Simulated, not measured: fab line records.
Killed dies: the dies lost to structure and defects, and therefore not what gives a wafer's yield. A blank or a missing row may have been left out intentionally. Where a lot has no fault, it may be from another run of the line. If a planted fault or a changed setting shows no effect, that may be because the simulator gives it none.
fab line records + flow n5_finfet
record
- lots=6
- wafers=17
- last_day=16
route steps=1938 shown MIM_BOT_LITHO@1854 MIM_BOT_ETCH@1866 PASSIVATION@1936
lots that met no fault: taken from a fault-free run of the same line
start_h: start of the lot's first displayed wafer, in hours after the record's first day + wait_h: how many hours have passed since the lot's step before this one + " repeats the value in the row above + L1.1+2: a row that stands for several wafers + - no value, or no start given + * or withheld: withheld + < > ~ a bound
route shown NAME@n: NAME is a module with steps in the file, n the number in the route of the first one + usual: mean/standard deviation of fault-free wafers + same: alike in all rows + chamber/n: place in a boat + sites: each site's reading + _std_site: their standard deviation + _edge_site: mean of outer sites minus mean of inner sites + radius_mm: how far each site lies from the wafer's centre + mask NAME#n: copy n + behind: tool/chamber where the wafer was last shaped + hold: why the lot went on hold/how many hours it stayed there/how the hold came to an end + device: whichever transistor did not switch (one of n, p or np) + end of line: at the end of the route, the tests of the same wafers + a step with no rows: only its recipe + killed: dies lost to structure and defects at the first sort, not the wafer's yield + map: a wafer's dies, x killed, . not, _ none there
set.NAME: the run value of the setting; set.NAME@STEP: its run value at that earlier step + model.NAME: the simulator's own value behind a step, which no gauge read
lots seen at some steps along the route; tables by step, rows by wafer
services: from which hour (start_h, from the record's first day; less than 0 if before it) a tool's chamber was out of use, for how many hours, and why
## steps
# step N5_MIM_BOT_LITHO_HMDS_01
# recipe
- time_s=60
- temp_c=120
# step N5_MIM_BOT_LITHO_COAT_02
# recipe
- spin_rpm=*
- resist_thk_nm=*
# step N5_MIM_BOT_LITHO_EBR_04
# recipe
- solvent=PGMEA
- ebr_width_mm=1.5
# step N5_MIM_BOT_LITHO_SOFTBAKE_03
# recipe
- temp_c=100
- time_s=90
# step N5_MIM_BOT_LITHO_EXPOSE_05
# recipe
- mask_id=MIM_BOT
- na=0.55
- source_shape=conventional
- sigma_outer=0.8
- polarization=unpolarized
- dose_mj=24.25
# step N5_MIM_BOT_LITHO_PEB_06
# recipe
- peb_temp_c=withheld
- peb_time_s=*
# step N5_MIM_BOT_LITHO_DEVELOP_07
# recipe
- develop_time_s=60
- rinse_liquid=diw
- dry=air_spin
- dev_temp_c=21
# step N5_MIM_BOT_LITHO_HARDBAKE_09
# recipe
- temp_c=130
- time_s=120
# step N5_MIM_BOT_LITHO_CD_MEAS_08
# recipe
- target_cd_nm=3000
- landing_energy_ev=500
- detector=se_inlens
- polarity=opening
# usual
- cd_nm=3001.7/2
| lot.wafer | tool      | chamber | start_h | wait_h | cd_nm  |
|-----------|-----------|---------|---------|--------|--------|
| L510.4    | cd_sem-02 | 0       | 268.74  | -      | 3003.8 |
| L510.5    | "         | 0       | "       | "      | 3002.2 |
| L510.6    | "         | 0       | "       | "      | 3001.0 |
| L511.3    | cd_sem-03 | 0       | 283.63  | -      | 3001.3 |
| L511.5    | "         | 0       | "       | "      | 2999.0 |
| L511.6    | "         | 0       | "       | "      | 3000.0 |
| L521.2    | cd_sem-02 | 0       | 337.18  | -      | 3002.7 |
| L521.4    | "         | 0       | "       | "      | 3001.0 |
| L521.6    | "         | 0       | "       | "      | 3002.4 |
| L522.5    | cd_sem-02 | 0       | 339.61  | -      | 3004.0 |
| L522.6    | "         | 0       | "       | "      | 3002.3 |
| L526.3    | cd_sem-01 | 0       | 372.01  | -      | 3003.3 |
| L526.5    | "         | 0       | "       | "      | 3002.8 |
| L526.6    | "         | 0       | "       | "      | 3004.4 |
| L527.2    | cd_sem-02 | 0       | 377.61  | -      | 3000.3 |
| L527.3    | "         | 0       | "       | "      | 3001.7 |
| L527.6    | "         | 0       | "       | "      | 3000.3 |
# step N5_MIM_BOT_LITHO_OVL_MEAS_11
# recipe
- points_per_wafer=44
# usual
- MIM_BOT_OVL=0/4.8
| lot.wafer | tool       | chamber | start_h | wait_h | MIM_BOT_OVL[nm] |
|-----------|------------|---------|---------|--------|-----------------|
| L510.4    | overlay-01 | 0       | 268.77  | 0.0    | -2              |
| L510.5    | "          | 0       | "       | "      | -1              |
| L510.6    | "          | 0       | "       | "      | -6              |
| L511.3    | overlay-01 | 0       | 283.65  | 0.0    | 1               |
| L511.5    | "          | 0       | "       | "      | 2               |
| L511.6    | "          | 0       | "       | "      | 2               |
| L521.2    | overlay-02 | 0       | 337.21  | 0.0    | -9              |
| L521.4    | "          | 0       | "       | "      | -6              |
| L521.6    | "          | 0       | "       | "      | 1               |
| L522.5    | overlay-01 | 0       | 339.64  | 0.0    | -11             |
| L522.6    | "          | 0       | "       | "      | -6              |
| L526.3    | overlay-01 | 0       | 372.04  | 0.0    | 2               |
| L526.5    | "          | 0       | "       | "      | -1              |
| L526.6    | "          | 0       | "       | "      | -2              |
| L527.2    | overlay-02 | 0       | 377.63  | 0.0    | 0               |
| L527.3    | "          | 0       | "       | "      | 1               |
| L527.6    | "          | 0       | "       | "      | 0               |
# step N5_MIM_BOT_LITHO_INSPECT_12
# recipe
- mode=adi
- inspect_instrument=macro
# usual
- raw_defect_count=2.1/1.4
| lot.wafer | tool              | chamber | start_h | wait_h | raw_defect_count |
|-----------|-------------------|---------|---------|--------|------------------|
| L510.4    | defect_inspect-01 | -       | 268.79  | 0.0    | 1                |
| L510.5    | "                 | -       | "       | "      | 2                |
| L510.6    | "                 | -       | "       | "      | 3                |
| L511.3    | defect_inspect-01 | -       | 283.68  | 0.0    | 1                |
| L511.5    | "                 | -       | "       | "      | 1                |
| L511.6    | "                 | -       | "       | "      | 3                |
| L521.2    | defect_inspect-02 | -       | 337.24  | 0.0    | 3                |
| L521.4    | "                 | -       | "       | "      | 4                |
| L521.6    | "                 | -       | "       | "      | 0                |
| L522.5    | defect_inspect-02 | -       | 339.66  | 0.0    | 1                |
| L522.6    | "                 | -       | "       | "      | 2                |
| L526.3    | defect_inspect-01 | -       | 372.07  | 0.0    | 4                |
| L526.5    | "                 | -       | "       | "      | 1                |
| L526.6    | "                 | -       | "       | "      | 4                |
| L527.2    | defect_inspect-02 | -       | 377.66  | 0.0    | 0                |
| L527.3    | "                 | -       | "       | "      | 2                |
| L527.6    | "                 | -       | "       | "      | 2                |
# step N5_MIM_BOT_LITHO_DESCUM_10
# recipe
- chemistry=O2
- time_s=7.9
- source_power_w=50
- bias_power_w=20
- pressure_mtorr=20
- rf_frequency_hz=2.712e+07
- temp_c=40
- o2_flow_sccm=225
# usual
- drypump_motor_current_A=5.8/0.44
- oes_product_au=0.83/0.077
- rf_vpp_V=243.0/1.4
- showerhead_plenum_p_Torr=2.10/0.083
- temp_c=40.01/0.12
- throttle_valve_pct=20.37/0.22
| lot.wafer | tool        | chamber | start_h | wait_h | drypump_motor_current_A | oes_product_au | rf_hours_counter_h | rf_vpp_V | showerhead_plenum_p_Torr | temp_c | throttle_valve_pct |
|-----------|-------------|---------|---------|--------|-------------------------|----------------|--------------------|----------|--------------------------|--------|--------------------|
| L510.4    | rie_diel-04 | 0       | 268.86  | 0.1    | 5.6                     | 0.89           | -                  | 242.7    | 2.04                     | 39.90  | 20.52              |
| L510.5    | "           | 2       | "       | "      | 5.9                     | 0.93           | -                  | 244.9    | 2.25                     | 40.03  | 20.09              |
| L510.6    | "           | 1       | "       | "      | 6.4                     | 0.83           | -                  | 244.4    | 2.22                     | 40.04  | 20.69              |
| L511.3    | rie_diel-05 | 0       | 283.72  | 0.0    | 5.4                     | 0.80           | 85                 | 241.3    | 2.09                     | 40.02  | 19.78              |
| L511.5    | "           | 0       | "       | "      | 5.5                     | 0.81           | -                  | 241.6    | 2.09                     | 40.13  | 19.77              |
| L511.6    | "           | 3       | "       | "      | 5.7                     | 0.69           | -                  | 243.8    | 2.14                     | 39.99  | 20.59              |
| L521.2    | rie_diel-04 | 2       | 337.27  | 0.0    | 5.9                     | 0.88           | 49                 | 244.4    | 2.24                     | 40.18  | 20.16              |
| L521.4    | "           | 0       | "       | "      | 5.7                     | 0.86           | 65                 | 242.0    | 2.03                     | 40.02  | 20.56              |
| L521.6    | "           | 2       | "       | "      | 5.9                     | 0.89           | -                  | 244.6    | 2.24                     | 39.97  | 20.14              |
| L522.5    | rie_diel-04 | 3       | 339.72  | 0.1    | 6.0                     | 0.92           | -                  | 244.9    | 2.14                     | 40.19  | 20.43              |
| L522.6    | "           | 2       | "       | "      | 5.9                     | 0.88           | -                  | 245.2    | 2.24                     | 40.29  | 20.14              |
| L526.3    | rie_diel-05 | 2       | 372.10  | 0.0    | 5.2                     | 0.71           | 183                | 241.7    | 2.00                     | 40.15  | 20.19              |
| L526.5    | "           | 3       | "       | "      | 5.6                     | 0.66           | -                  | 244.1    | 2.13                     | 40.12  | 20.64              |
| L526.6    | "           | 1       | "       | "      | 5.8                     | 0.81           | -                  | 242.0    | 2.03                     | 39.89  | 20.47              |
| L527.2    | rie_diel-03 | 2       | 377.69  | 0.0    | 6.6                     | 0.78           | 127                | 242.1    | 2.02                     | 40.07  | 20.34              |
| L527.3    | "           | 0       | "       | "      | 5.8                     | 0.79           | 107                | 241.5    | 2.01                     | 39.97  | 20.44              |
| L527.6    | "           | 0       | "       | "      | 5.8                     | 0.79           | -                  | 241.7    | 2.01                     | 39.82  | 20.47              |
# step N5_MIM_BOT_ETCH_ETCH_04
# recipe
- chemistry=CF4/O2
- target=SiNx
- target_depth_a=260
- time_s=13
- ion_energy_ev=100
- pressure_mtorr=40
- source_w=535
- bias_w=49
- Ar_flow_sccm=100
- cf4_flow_sccm=100
- O2_flow_sccm=10
# usual
- drypump_motor_current_A=5.8/0.44
- oes_product_au=0.83/0.078
- rf_vpp_V=242/5
- showerhead_plenum_p_Torr=2.20/0.075
- throttle_valve_pct=15.90/0.22
| lot.wafer | tool        | chamber | start_h | wait_h | drypump_motor_current_A | oes_product_au | rf_hours_counter_h | rf_vpp_V | showerhead_plenum_p_Torr | throttle_valve_pct | model.etch.depth_nm |
|-----------|-------------|---------|---------|--------|-------------------------|----------------|--------------------|----------|--------------------------|--------------------|---------------------|
| L510.4    | rie_diel-04 | 0       | 268.93  | 0.0    | 5.7                     | 0.89           | -                  | 246      | 2.16                     | 16.07              | 26.41               |
| L510.5    | "           | 2       | "       | "      | 5.9                     | 0.93           | -                  | 243      | 2.34                     | 15.57              | 26.28               |
| L510.6    | "           | 1       | "       | "      | 6.4                     | 0.84           | -                  | 245      | 2.31                     | 16.09              | 26.04               |
| L511.3    | rie_diel-05 | 0       | 283.79  | 0.0    | 5.5                     | 0.83           | 85                 | 244      | 2.23                     | 15.56              | 26.28               |
| L511.5    | "           | 0       | "       | "      | 5.5                     | 0.82           | -                  | 246      | 2.23                     | 15.57              | 26.32               |
| L511.6    | "           | 3       | "       | "      | 5.6                     | 0.70           | -                  | 249      | 2.26                     | 16.26              | 26.46               |
| L521.2    | rie_diel-04 | 2       | 337.34  | 0.0    | 5.9                     | 0.88           | 49                 | 242      | 2.33                     | 15.62              | 26.13               |
| L521.4    | "           | 0       | "       | "      | 5.7                     | 0.85           | 65                 | 245      | 2.15                     | 16.12              | 26.27               |
| L521.6    | "           | 2       | "       | "      | 6.0                     | 0.88           | -                  | 241      | 2.33                     | 15.60              | 32.75               |
| L522.5    | rie_diel-04 | 3       | 339.79  | 0.0    | 5.9                     | 0.91           | -                  | 239      | 2.25                     | 15.92              | 25.75               |
| L522.6    | "           | 2       | "       | "      | 5.9                     | 0.89           | -                  | 242      | 2.33                     | 15.59              | 33.12               |
| L526.3    | rie_diel-05 | 2       | 372.17  | 0.0    | 5.2                     | 0.71           | 183                | 238      | 2.12                     | 15.79              | 24.78               |
| L526.5    | "           | 3       | "       | "      | 5.6                     | 0.68           | -                  | 249      | 2.24                     | 16.34              | 26.36               |
| L526.6    | "           | 1       | "       | "      | 5.8                     | 0.79           | -                  | 237      | 2.14                     | 16.06              | 24.61               |
| L527.2    | rie_diel-03 | 2       | 377.76  | 0.0    | 6.6                     | 0.76           | 127                | 246      | 2.14                     | 15.92              | 25.84               |
| L527.3    | "           | 0       | "       | "      | 5.8                     | 0.78           | 107                | 241      | 2.13                     | 16.00              | 25.94               |
| L527.6    | "           | 0       | "       | "      | 5.8                     | 0.79           | -                  | 241      | 2.13                     | 16.03              | 26.12               |
# step N5_MIM_BOT_ETCH_ETCH_03
# recipe
- chemistry=Cl2/BCl3
- target_depth_a=120
- pressure_mtorr=8
- icp_w=800
- bias_w=100
- Cl2_flow_sccm=20
- bcl3_flow_sccm=80
# usual
- bcl3_flow_sccm=80.00/0.28
- drypump_motor_current_A=5.7/0.6
- oes_product_au=0.79/0.11
- throttle_valve_pct=27.68/0.23
| lot.wafer | tool         | chamber | start_h | wait_h | bcl3_flow_sccm | drypump_motor_current_A | oes_product_au | rf_hours_counter_h | throttle_valve_pct |
|-----------|--------------|---------|---------|--------|----------------|-------------------------|----------------|--------------------|--------------------|
| L510.4    | rie_metal-02 | 0       | 269.01  | 0.1    | 79.95          | 5.3                     | 0.65           | -                  | 27.87              |
| L510.5    | "            | 0       | "       | "      | 79.96          | 5.3                     | 0.66           | -                  | 27.87              |
| L510.6    | "            | 1       | "       | "      | 80.03          | 6.4                     | 0.68           | -                  | 27.69              |
| L511.3    | rie_metal-01 | 0       | 283.91  | 0.1    | 79.92          | 5.0                     | 0.84           | -                  | 27.64              |
| L511.5    | "            | 0       | "       | "      | 79.69          | 5.0                     | 0.84           | -                  | 27.63              |
| L511.6    | "            | 1       | "       | "      | 79.60          | 5.9                     | 0.63           | -                  | 27.42              |
| L521.2    | rie_metal-02 | 1       | 337.45  | 0.1    | 80.00          | 6.3                     | 0.66           | -                  | 27.71              |
| L521.4    | "            | 1       | "       | "      | 80.11          | 6.4                     | 0.66           | -                  | 27.70              |
| L521.6    | "            | 1       | "       | "      | 79.67          | 6.4                     | 0.67           | -                  | 27.73              |
| L522.5    | rie_metal-03 | 1       | 339.91  | 0.1    | 80.23          | 4.8                     | 0.77           | -                  | 27.70              |
| L522.6    | "            | 0       | "       | "      | 80.37          | 6.4                     | 0.85           | -                  | 28.00              |
| L526.3    | rie_metal-01 | 0       | 372.28  | 0.1    | 80.37          | 5.0                     | 0.81           | -                  | 27.66              |
| L526.5    | "            | 1       | "       | "      | 79.83          | 5.9                     | 0.94           | -                  | 27.13              |
| L526.6    | "            | 0       | "       | "      | 80.21          | 5.0                     | 0.81           | -                  | 27.67              |
| L527.2    | rie_metal-01 | 1       | 377.85  | 0.1    | 79.38          | 5.9                     | 0.94           | 3                  | 27.15              |
| L527.3    | "            | 0       | "       | "      | 80.10          | 5.0                     | 0.82           | -                  | 27.67              |
| L527.6    | "            | 0       | "       | "      | 79.96          | 5.0                     | 0.82           | -                  | 27.66              |
# step N5_PASSIVATION_PROBE_49
# usual
- defect_limited_yield=91.4/1.6
- killed_at_M0_to_M3=34/10
- killed_at_M4_up=12/4.8
- killed_at_contacts=11/6.2
- killed_at_front_end=39/13
- killed_at_other=4/3.1
- killed_dies=101/19
- killed_open=67/14
- killed_short=32/8.3
- sort_bin_5_function=5.0/1
- sort_bin_6_memory=3.2/0.76
- sort_bin_8_speed=0.00/0.026
- sort_n_pass=1079/19
- sort_yield_pct=91.4/1.6
# same
- gross_dies=1180
- killed_at_back_side=0
- sort_bin_4_leakage[%]=0
| lot.wafer | tool      | chamber | start_h | wait_h | defect_limited_yield[%] | killed_at_M0_to_M3 | killed_at_M4_up | killed_at_contacts | killed_at_front_end | killed_at_other | killed_dies | killed_open | killed_short | sort_bin_5_function[%] | sort_bin_6_memory[%] | sort_bin_8_speed[%] | sort_n_pass | sort_yield_pct[%] |
|-----------|-----------|---------|---------|--------|-------------------------|--------------------|-----------------|--------------------|---------------------|-----------------|-------------|-------------|--------------|------------------------|----------------------|---------------------|-------------|-------------------|
| L510.4    | prober-01 | -       | 277.76  | 0.2    | 90.8                    | 31                 | 11              | 28                 | 38                  | 1               | 109         | 72          | 36           | 5.3                    | 3.5                  | 0                   | 1071        | 90.8              |
| L510.5    | prober-01 | -       | 277.81  | 0.2    | 92.1                    | 32                 | 15              | 12                 | 31                  | 3               | 93          | 57          | 31           | 4.2                    | 3.3                  | 0                   | 1087        | 92.1              |
| L510.6    | prober-01 | -       | 277.86  | 0.3    | 91.9                    | 38                 | 9               | 12                 | 32                  | 4               | 95          | 59          | 35           | 4.5                    | 3.1                  | 0                   | 1085        | 91.9              |
| L511.3    | prober-01 | -       | 292.39  | 0.1    | 92.8                    | 43                 | 7               | 11                 | 20                  | 4               | 85          | 58          | 24           | 4.3                    | 2.8                  | 0                   | 1095        | 92.8              |
| L511.5    | prober-01 | -       | 292.49  | 0.2    | 91.8                    | 29                 | 22              | 7                  | 35                  | 4               | 97          | 53          | 43           | 4.4                    | 3.3                  | 0                   | 1083        | 91.8              |
| L511.6    | prober-01 | -       | 292.54  | 0.3    | 91.4                    | 32                 | 13              | 22                 | 32                  | 3               | 102         | 63          | 35           | 5.7                    | 2.5                  | 0                   | 1078        | 91.4              |
| L522.5    | prober-02 | -       | 348.24  | 0.2    | 88.6                    | 39                 | 8               | 26                 | 55                  | 6               | 134         | 93          | 37           | 6.3                    | 4.7                  | 0                   | 1046        | 88.6              |
| L522.6    | prober-02 | -       | 348.29  | 0.3    | 89.7                    | 32                 | 9               | 27                 | 50                  | 4               | 122         | 93          | 27           | 6.4                    | 3.7                  | 0                   | 1058        | 89.7              |
| L521.2    | prober-01 | -       | 349.40  | 0.2    | 90.8                    | 30                 | 14              | 11                 | 52                  | 1               | 108         | 76          | 31           | 5.6                    | 3.4                  | 0.08                | 1071        | 90.8              |
| L521.4    | prober-01 | -       | 349.50  | 0.3    | 90.9                    | 24                 | 16              | 5                  | 54                  | 8               | 107         | 68          | 35           | 5.0                    | 3.5                  | 0                   | 1073        | 90.9              |
| L521.6    | prober-01 | -       | 349.60  | 0.4    | 91.4                    | 36                 | 13              | 10                 | 36                  | 6               | 101         | 57          | 38           | 5.1                    | 3.1                  | 0                   | 1079        | 91.4              |
| L526.3    | prober-02 | -       | 383.21  | 0.1    | 91.6                    | 28                 | 17              | 9                  | 40                  | 5               | 99          | 62          | 34           | 4.6                    | 3.5                  | 0                   | 1081        | 91.6              |
| L526.5    | prober-02 | -       | 383.31  | 0.2    | 92.4                    | 28                 | 12              | 8                  | 39                  | 3               | 90          | 64          | 25           | 4.7                    | 2.7                  | 0                   | 1090        | 92.4              |
| L526.6    | prober-02 | -       | 383.36  | 0.3    | 90.2                    | 28                 | 20              | 12                 | 54                  | 2               | 116         | 81          | 31           | 5.9                    | 3.4                  | 0                   | 1064        | 90.2              |
| L527.2    | prober-02 | -       | 387.87  | 0.1    | 91.1                    | 39                 | 10              | 15                 | 36                  | 5               | 105         | 77          | 26           | 5.6                    | 3.2                  | 0                   | 1075        | 91.1              |
| L527.3    | prober-02 | -       | 387.92  | 0.1    | 89.7                    | 42                 | 10              | 17                 | 48                  | 5               | 122         | 86          | 32           | 6.6                    | 3.5                  | 0                   | 1058        | 89.7              |
| L527.6    | prober-02 | -       | 388.07  | 0.3    | 92.0                    | 12                 | 11              | 34                 | 34                  | 3               | 94          | 69          | 21           | 5.1                    | 2.7                  | 0                   | 1086        | 92.0              |
# killed by level:class
L510.4 MOL_CONTACT_COAG:geometric_particle:open=25 GATE_CUT:geometric_particle:open=8 FIN_SAQP:geometric_particle:short=6 BEOL_M1:geometric_particle:open=6 GATE_CUT:geometric_particle:short=6 FIN_SAQP:geometric_particle:open=5 BEOL_M0_SAQP:geometric_particle:short=5 BEOL_M3:geometric_particle:short=5
L510.5 BEOL_M2:geometric_particle:open=9 BEOL_M1:geometric_particle:open=7 BEOL_M4:geometric_particle:open=7 MOL_CONTACT_COAG:geometric_particle:open=6 FIN_SAQP:geometric_particle:short=5 STI_FIN_REVEAL:geometric_particle:open=4 MOL_CONTACT_COAG:geometric_particle:short=4 BEOL_M0_SAQP:geometric_particle:short=4
L510.6 BEOL_M1:geometric_particle:open=10 BEOL_M0_SAQP:geometric_particle:open=9 MOL_CONTACT_COAG:geometric_particle:open=8 GATE_CUT:geometric_particle:short=5 BEOL_M3:geometric_particle:short=5 FIN_SAQP:geometric_particle:open=4 FIN_SAQP:geometric_particle:short=4 STI_FIN_REVEAL:geometric_particle:open=4
L511.3 BEOL_M2:geometric_particle:open=13 BEOL_M1:geometric_particle:open=10 MOL_CONTACT_COAG:geometric_particle:open=8 BEOL_M0_SAQP:geometric_particle:open=6 BEOL_M0_SAQP:geometric_particle:short=4 BEOL_M3:geometric_particle:open=4 STI_FIN_REVEAL:geometric_particle:open=3 MOL_CONTACT_COAG:geometric_particle:short=3
L511.5 FIN_SAQP:geometric_particle:short=15 BEOL_M1:geometric_particle:open=9 BEOL_M0_SAQP:geometric_particle:short=9 MOL_CONTACT_COAG:geometric_particle:open=7 BEOL_M4:geometric_particle:open=7 BEOL_M0_SAQP:geometric_particle:open=5 STI_FIN_REVEAL:geometric_particle:open=4 FIN_SAQP:geometric_particle:open=3
L511.6 MOL_CONTACT_COAG:geometric_particle:open=17 BEOL_M0_SAQP:geometric_particle:short=10 BEOL_M4:geometric_particle:open=9 BEOL_M0_SAQP:geometric_particle:open=8 STI_FIN_REVEAL:geometric_particle:open=7 FIN_SAQP:geometric_particle:short=5 MOL_CONTACT_COAG:geometric_particle:short=5 BEOL_M3:geometric_particle:open=5
L522.5 FIN_SAQP:geometric_particle:open=24 MOL_CONTACT_COAG:geometric_particle:open=18 BEOL_M3:geometric_particle:open=14 STI_FIN_REVEAL:geometric_particle:open=9 MOL_CONTACT_COAG:geometric_particle:short=8 FIN_SAQP:geometric_particle:short=7 BEOL_M0_SAQP:geometric_particle:short=7 BEOL_M2:geometric_particle:open=6
L522.6 FIN_SAQP:geometric_particle:open=23 MOL_CONTACT_COAG:geometric_particle:open=17 STI_FIN_REVEAL:geometric_particle:open=10 MOL_CONTACT_COAG:geometric_particle:short=10 BEOL_M3:geometric_particle:open=10 BEOL_M2:geometric_particle:open=9 STARTING-WAFER:geometric_particle:open=4 DUMMY_GATE:geometric_particle:short=3
L521.2 STI_FIN_REVEAL:geometric_particle:open=27 MOL_CONTACT_COAG:geometric_particle:open=11 STI_FIN_REVEAL:geometric_particle:short=6 BEOL_M0_SAQP:geometric_particle:short=6 BEOL_M4:geometric_particle:open=6 BEOL_M0_SAQP:geometric_particle:open=5 FIN_SAQP:geometric_particle:short=4 DUMMY_GATE:geometric_particle:open=4
L521.4 STI_FIN_REVEAL:geometric_particle:open=21 BEOL_M4:geometric_particle:open=13 BEOL_M0_SAQP:geometric_particle:short=8 BEOL_M0_SAQP:geometric_particle:open=8 STI_FIN_REVEAL:geometric_particle:short=5 DUMMY_GATE:geometric_particle:open=5 BEOL_M1:geometric_particle:open=5 MOL_CONTACT_COAG:geometric_particle:open=4
L521.6 STI_FIN_REVEAL:geometric_particle:open=14 BEOL_M0_SAQP:geometric_particle:short=10 MOL_CONTACT_COAG:geometric_particle:open=9 BEOL_M0_SAQP:geometric_particle:open=6 BEOL_M3:geometric_particle:open=5 DUMMY_GATE:geometric_particle:open=4 GATE_CUT:geometric_particle:short=4 BEOL_M1:geometric_particle:open=4
L526.3 FIN_SAQP:geometric_particle:short=9 BEOL_M1:geometric_particle:open=8 BEOL_M3:geometric_particle:open=7 MOL_CONTACT_COAG:geometric_particle:open=6 BEOL_M4:geometric_particle:open=6 FIN_SAQP:geometric_particle:open=5 BEOL_M0_SAQP:geometric_particle:short=5 STARTING-WAFER:geometric_particle:open=5
L526.5 FIN_SAQP:geometric_particle:open=10 BEOL_M0_SAQP:geometric_particle:short=9 BEOL_M0_SAQP:geometric_particle:open=9 STI_FIN_REVEAL:geometric_particle:open=8 MOL_CONTACT_COAG:geometric_particle:open=7 BEOL_M7:geometric_particle:open=7 FIN_SAQP:geometric_particle:short=5 BEOL_M3:geometric_particle:open=5
L526.6 FIN_SAQP:geometric_particle:open=17 MOL_CONTACT_COAG:geometric_particle:open=12 BEOL_M4:geometric_particle:open=12 STARTING-WAFER:geometric_particle:open=7 GATE_CUT:geometric_particle:short=7 BEOL_M3:geometric_particle:open=7 BEOL_M2:geometric_particle:open=6 FIN_SAQP:geometric_particle:short=5
L527.2 MOL_CONTACT_COAG:geometric_particle:open=13 FIN_SAQP:geometric_particle:open=11 BEOL_M2:geometric_particle:open=11 BEOL_M0_SAQP:geometric_particle:open=9 BEOL_M0_SAQP:geometric_particle:short=8 BEOL_M1:geometric_particle:open=7 STI_FIN_REVEAL:geometric_particle:open=6 BEOL_M4:geometric_particle:open=6
L527.3 MOL_CONTACT_COAG:geometric_particle:open=14 FIN_SAQP:geometric_particle:open=13 STI_FIN_REVEAL:geometric_particle:open=9 BEOL_M0_SAQP:geometric_particle:open=9 BEOL_M0_SAQP:geometric_particle:short=8 BEOL_M2:geometric_particle:open=8 BEOL_M3:geometric_particle:open=6 DUMMY_GATE:geometric_particle:short=4
L527.6 MOL_CONTACT_COAG:geometric_particle:open=25 STI_FIN_REVEAL:geometric_particle:open=11 MOL_CONTACT_COAG:geometric_particle:short=9 FIN_SAQP:geometric_particle:short=7 FIN_SAQP:geometric_particle:open=4 BEOL_M2:geometric_particle:open=4 BEOL_M4:geometric_particle:open=4 STARTING-WAFER:geometric_particle:open=4
## services
| tool         | chamber | start_h | hours | kind                          |
|--------------|---------|---------|-------|-------------------------------|
| rie_diel-04  | 3       | 246.40  | -     | clean                         |
| rie_diel-04  | 3       | 246.40  | -     | consumable_replace:focus_ring |
| rie_diel-04  | 3       | 246.40  | 26.4  | scheduled_down                |
| rie_diel-04  | 3       | 246.40  | 26.4  | vent_cycle                    |
| rie_metal-01 | -       | 253.82  | 14.6  | pm                            |
| rie_metal-01 | -       | 268.42  | 2.8   | pm                            |
| rie_diel-05  | 1       | 269.99  | 15.2  | repair                        |
| rie_metal-02 | -       | 282.64  | 0.4   | repair                        |
| rie_diel-03  | 3       | 293.99  | 9.0   | repair                        |
| rie_diel-04  | 3       | 294.36  | 5.3   | repair                        |
| rie_diel-05  | -       | 294.65  | 0.6   | repair                        |
| rie_diel-05  | 2       | 295.50  | 9.8   | repair                        |
| rie_diel-03  | 2       | 317.61  | 2.5   | repair                        |
| rie_diel-05  | 0       | 326.20  | 1.9   | repair                        |
| rie_metal-01 | 1       | 326.43  | -     | clean                         |
| rie_metal-01 | 1       | 326.43  | 13.8  | scheduled_down                |
| rie_metal-01 | 1       | 326.43  | 13.8  | vent_cycle                    |
| rie_diel-05  | 3       | 332.91  | 4.5   | repair                        |
| rie_diel-05  | 3       | 350.53  | 1.5   | repair                        |
| rie_diel-05  | 0       | 352.21  | 22.3  | repair                        |
| rie_diel-05  | 3       | 374.56  | -     | clean                         |
| rie_diel-05  | 3       | 374.56  | -     | consumable_replace:focus_ring |
| rie_diel-05  | 3       | 374.56  | 18.7  | scheduled_down                |
| rie_diel-05  | 3       | 374.56  | 18.7  | vent_cycle                    |
## key
first_sign none at tools or gauges
model_effect
- step=N5_MIM_BOT_ETCH_ETCH_04
- value=etch.depth_nm
- without=26.27
- struck=32.94
met_at N5_MIM_BOT_ETCH_ETCH_04
struck_wafers L521.6,L522.6
onset_between 268.93 337.34
fault
- kind=process_parameter_drift
- tool=rie_diel-04
- chamber=-
- onset_h=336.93
- steps=N5_MIM_BOT_ETCH_ETCH_04
- channel=time_s
- offset=*
- shape=step
- end_h=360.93
- scope=struck_wafers_only
- acts_in=*
- stated=*
